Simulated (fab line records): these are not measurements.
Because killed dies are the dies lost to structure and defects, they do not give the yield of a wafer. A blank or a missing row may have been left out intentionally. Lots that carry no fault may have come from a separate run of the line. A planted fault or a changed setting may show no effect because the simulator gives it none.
What tool caused it? | flow nandHarc | 8 lots, 21 wafers sampled, at 3 steps of a route of 1302

## WHAT THE GAUGES READ, wafer by wafer
NHARC_A_ONON_D1_THK_MEAS_27: measures by ellipsometry.
lot  | measured     | on           | thkNm (nm)
L738 | day 8 20:40  | filmMetro-01 | 1005 1004 1005
L740 | day 10 14:44 | filmMetro-01 | 984 985 985
L742 | day 10 15:05 | filmMetro-01 | 1004 1002 1003
L744 | day 11 12:15 | filmMetro-01 | 933
L746 | day 12 14:58 | filmMetro-02 | 914 913
L749 | day 13 22:06 | filmMetro-01 | 1005 1005 1004
L751 | day 14 10:41 | filmMetro-01 | 999 998 1000
L757 | day 16 17:59 | filmMetro-01 | 1018 1019 1018

## EACH LOT AND THE TOOL THAT RAN IT (in order: tool; ch and the chambers of the sampled wafers; start)
lot  | NHARC_A_ZERO_WELL_ETCH_19        | NHARC_A_ONON_D1_DEP_25
L738 | rieDiel-04 ch 1,2,3, day 7 10:09 | pecvdOnon-01 ch 0, day 8 20:09
L740 | rieDiel-12 ch 0,1,3, day 8 11:18 | pecvdOnon-04 ch 0, day 10 14:14
L742 | rieDiel-12 ch 1,2,3, day 9 05:55 | pecvdOnon-04 ch 0, day 10 14:35
L744 | rieDiel-04 ch 2, day 10 01:39    | pecvdOnon-04 ch 0, day 11 11:44
L746 | rieDiel-12 ch 2,3, day 11 04:35  | pecvdOnon-04 ch 0, day 12 14:28
L749 | rieDiel-03 ch 1,2, day 12 08:49  | pecvdOnon-01 ch 0, day 13 21:35
L751 | rieDiel-03 ch 2,3, day 13 03:03  | pecvdOnon-02 ch 0, day 14 10:11
L757 | rieDiel-03 ch 0,2, day 15 08:32  | pecvdOnon-01 ch 0, day 16 17:29
- NHARC_A_ZERO_WELL_ETCH_19: etches the open film in N2/H2, target depth 80 nm, overetch 24 nm, time 87.88 s.
- NHARC_A_ONON_D1_DEP_25: target thk 1000 nm.

## THE ANSWER, worked out from the rows above alone
Rule: the usual values come from the lots themselves. Put in order of their means at a reading, lots are off if they are a third of the lots or fewer, leave a main group of 4 or more, and stand apart from it by a gap of 3 or more times the standard deviation of the main group's means; of several such gaps the widest counts. If all means in a main group match to the digits the tables above print for the reading, that group is not used. A lot without any number at a reading at which 4 lots or more have one is off too. Any other lot the step has rows for is counted as sound.
Off at NHARC_A_ONON_D1_THK_MEAS_27 (thkNm): L744, L746. The main group: mean 1002 nm, standard deviation 9.9.
If a tool, at a process step before that reading, ran all the lots that are off and no sound lot after the first of them, it fits. The gauges at NHARC_A_ONON_D1_THK_MEAS_27 are tried like those tools. One fits: pecvdOnon-04 at NHARC_A_ONON_D1_DEP_25. A fault onset in the window from L742 (day 10 14:35, its last sound lot) to L744 (day 11 11:44, its first lot off) fits.

## WHAT THE SIMULATOR PUT IN
Process parameter drift: pecvdOnon-04, from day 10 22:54 on, at NHARC_A_ONON_D1_DEP_25. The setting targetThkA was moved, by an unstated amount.
Lots struck among those shown: L744, L746. The rule above reached the same finding.
